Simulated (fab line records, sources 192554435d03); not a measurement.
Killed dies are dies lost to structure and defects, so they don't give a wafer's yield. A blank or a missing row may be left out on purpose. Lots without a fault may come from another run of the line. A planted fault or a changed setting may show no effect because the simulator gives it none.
Split-lot experiment | flow n5_finfet | 7 lots, 21 wafers read, on a route of 1938 steps

THE SPLIT
At N5_PASSIVATION_PECVD_53 (deposits SiO2 from TEOS/O2, target thk 800 nm, time 169.4 s), the setting temp_c was moved away from the recipe's 400 C on 6 of the 21 wafers read, by -2.2% to +2.4%. The other wafers ran this setting at the recipe's value.

The reading is taken at the split's own step.

THE READING
SiO2_of_PASSIVATION_PECVD_53.thk_nm (the simulator's own value, which no gauge read), in nm, at N5_PASSIVATION_PECVD_53 (deposits SiO2 from TEOS/O2, target thk 800 nm, time 169.4 s). The file gives no usual value for it. The 15 wafers here that ran the recipe average 799.8 nm, standard deviation 9.4 nm.

wafer  | tool, chamber at the split | temp_c as run, C | against the recipe | SiO2_of_PASSIVATION_PECVD_53.thk_nm, nm | against lot-mates on the recipe
L076.2 | pecvd-01, 0                | 400              | recipe             | 797                                     | -
L076.4 | pecvd-01, 2                | 400              | recipe             | 801.4                                   | -
L076.6 | pecvd-01, 0                | 400              | recipe             | 793.8                                   | -
L078.1 | pecvd-01, 2                | 400              | recipe             | 786.8                                   | -
L078.3 | pecvd-01, 1                | 391.4            | -2.2%              | 835                                     | +36.4
L078.5 | pecvd-01, 0                | 400              | recipe             | 810.4                                   | -
L077.2 | pecvd-02, 0                | 400              | recipe             | 789.2                                   | -
L077.3 | pecvd-02, 1                | 393.7            | -1.6%              | 815.8                                   | +23.7
L077.5 | pecvd-02, 1                | 400              | recipe             | 795                                     | -
L079.3 | pecvd-01, 1                | 400              | recipe             | 807.6                                   | -
L079.4 | pecvd-01, 0                | 400              | recipe             | 821                                     | -
L079.6 | pecvd-01, 2                | 400              | recipe             | 806.8                                   | -
L083.2 | pecvd-02, 1                | 404.8            | +1.2%              | 761.6                                   | -34.8
L083.3 | pecvd-02, 2                | 404.8            | +1.2%              | 767.2                                   | -29.2
L083.6 | pecvd-02, 0                | 400              | recipe             | 796.4                                   | -
L093.2 | pecvd-01, 2                | 409.8            | +2.4%              | 734.4                                   | -65.4
L093.4 | pecvd-01, 2                | 400              | recipe             | 799.8                                   | -
L093.6 | pecvd-01, 1                | 409.8            | +2.4%              | 759.2                                   | -40.6
L096.2 | pecvd-03, 1                | 400              | recipe             | 809.2                                   | -
L096.3 | pecvd-03, 0                | 400              | recipe             | 785.2                                   | -
L096.6 | pecvd-03, 0                | 400              | recipe             | 798                                     | -

THE FIT
A straight line over all 21 wafers: SiO2_of_PASSIVATION_PECVD_53.thk_nm changes by -19.8 nm for each +1% of temp_c; r = -0.89; the points scatter about the line by 11 nm.
The same after taking each lot's own level away (the mean of its wafers on the recipe; 21 wafers): -20.3 nm for each +1%; r = -0.94; scatter 8.1 nm.
On that fit, the largest move of temp_c shifts the reading by 50 nm.
The lots' own levels span 792.10 to 811.80 nm, that is 2.1 times the standard deviation above.
So the lot-to-lot level changes the slope little: the two slopes agree.
Check: with one of the wafers moved furthest among these (+2.4%) left out of the fit, the line predicts -45.7 nm for it against its lot-mates. It came out at -65.4 nm against them.

OTHER SPLITS ON THESE WAFERS
These wafers also went through other splits before the reading. Each is held against what the fit with the lots' levels taken away leaves over:
other split on the same wafers    | wafers away from the commonest value | r with SiO2_of_PASSIVATION_PECVD_53.thk_nm (lot level and that fit taken away)
N5_BEOL_M15_TRENCH_ETCH_34 bias_w | 1                                    | -0.29

THE FILE'S OWN FIT
SiO2_of_PASSIVATION_PECVD_53.thk_nm changes by -19.5 nm for each +1% of temp_c, r = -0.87.
